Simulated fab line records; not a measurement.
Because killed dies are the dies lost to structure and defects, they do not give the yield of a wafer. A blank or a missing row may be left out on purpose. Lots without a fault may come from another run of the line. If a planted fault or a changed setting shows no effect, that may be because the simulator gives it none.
Struck lot and sound lot, side by side || flow nandHarc || 15 out of 1159 route steps
Sound: wafers L928.4, L928.5, L928.6. Wafers struck: L935.1, L935.2, L935.6. At the end, the cause is stated.
For every step that has rows: the tool of each side, followed by ch and its chambers, followed by its first start. Under that, the readings that differ: sound wafers || struck wafers || difference of the means || sigmas: that difference in standard deviations of wafers without a fault.
alike: readings whose means differ by less than 2 such deviations, and words and numbers that are the same on both sides. not compared: withheld readings, readings that some wafer has no value for, bounds like >300 that may hide the same value, and numbers for which the record gives no deviation and whose values overlap.
A row with sigmas, a row that says differs or no value, or rows on one side alone: a step with any of these is where the two part. Numbers that don't overlap but have no deviation are shown without sigmas and don't part them. Lack of a reading on every wafer of one side parts them only where that side has two or more wafers.

NHARC_P_CONTACT_INSPECT_14:
  sound on defectInspect-02 at day 6 23:34; struck on defectInspect-01 at day 8 18:28
  alike: rawDefectCount
NHARC_P_CONTACT_DESCUM_17: chemistry O2, time 3 s.
  sound on rieDiel-11 ch 0,1, day 6 23:38; struck on rieDiel-11 ch 0,2, day 8 18:32
  alike: drypumpMotorCurrentA, oesProductAu, rfVppV, showerheadPlenumPTorr, throttleValvePct
  not compared: rfHoursCounterH
NHARC_P_CONTACT_ETCH_35: etches the open film in CF4, target depth 39 nm, time 65 s.
  sound on rieDiel-11 ch 1,2, day 7 00:11; struck on rieDiel-11 ch 0,1, day 8 18:38
  alike: drypumpMotorCurrentA, oesProductAu, rfFwdPowerW, rfVppV, showerheadPlenumPTorr, throttleValvePct
  not compared: rfHoursCounterH
NHARC_P_CONTACT_ETCH_36: etches the open film in N2/H2, target depth 260 nm, time 406.25 s.
  sound on rieDiel-11 ch 0,1,3; struck on rieDiel-11 ch 1,2
  alike: drypumpMotorCurrentA, oesProductAu, rfFwdPowerW, rfVppV, showerheadPlenumPTorr, throttleValvePct
  not compared: rfHoursCounterH
NHARC_P_CONTACT_ETCH_18: etches the open film in C4F8/O2/Ar, target depth 481 nm, time 240.5 s.
  sound on rieDiel-11 ch 0,1,3; struck on rieDiel-11 ch 0,1,2
{"reading": "oesProductAu (a.u.)", "sound": "0.940 0.944 0.932", "struck": "0.969 0.979 0.958", "difference": "+0.030", "sigmas": "+2"}
  alike: rfFwdPowerW, rfVppV
  not compared: rfHoursCounterH
then, 2 steps without rows for these wafers: NHARC_P_CONTACT_STRIP_37 (strips in C4F8/O2/Ar); NHARC_P_CONTACT_ETCH_31 (etches the open film in CH3F/O2, target depth 30 nm, time 85.7 s).
NHARC_P_CONTACT_CD_MEAS_19:
  sound on cdSem-03 at day 7 00:59; struck on cdSem-01 at day 8 19:33
  alike: cdNm
NHARC_P_CONTACT_STRIP_28: strips in O2.
  sound on rieDiel-11 ch 0,3, day 7 01:04; struck on rieDiel-02 ch 0,2,3, day 8 19:37
  alike: drypumpMotorCurrentA, oesProductAu, rfVppV, showerheadPlenumPTorr, throttleValvePct
  not compared: rfHoursCounterH
then, 3 steps without rows for these wafers: NHARC_P_CONTACT_STRIP_29 (strips in post etch residue remover, time 1200 s); NHARC_P_CONTACT_DEGAS_38 (time 60 s); NHARC_P_CONTACT_PRE_CLEAN_39 (time 19.5 s).
NHARC_P_CONTACT_PVD_32: deposits Ti, target thk 5 nm, time 17.7 s.
  sound on pvdSputter-01 at day 7 01:51; struck on pvdSputter-01 at day 8 20:40
  alike: throttleValvePct
then, 1 step without rows for these wafers: NHARC_P_CONTACT_ALD_22 (deposits TiN, target thk 3 nm, pulse time 1 s, ald cycles 150).
-- break in the record here, with 14 days between the starts of the struck wafers on either side (left off in module P_CONTACT, picked up again in module END, where the first step shown is number 1159 on the route) --
NHARC_END_SORT_01:
  sound on prober-01 ch 0, day 20 13:24; struck on prober-01 ch 0, day 23 07:40
  alike: killedAtArray, killedAtOther, killedAtPeriphery, killedDies, killedOpen, killedShort

## WHERE THEY PART
Within this record, at NHARC_P_CONTACT_ETCH_18 only. Later steps at which nothing parts them and some readings are alike: NHARC_P_CONTACT_CD_MEAS_19, NHARC_P_CONTACT_STRIP_28, NHARC_P_CONTACT_PVD_32, NHARC_END_SORT_01.

WHY: whatever the simulator had introduced
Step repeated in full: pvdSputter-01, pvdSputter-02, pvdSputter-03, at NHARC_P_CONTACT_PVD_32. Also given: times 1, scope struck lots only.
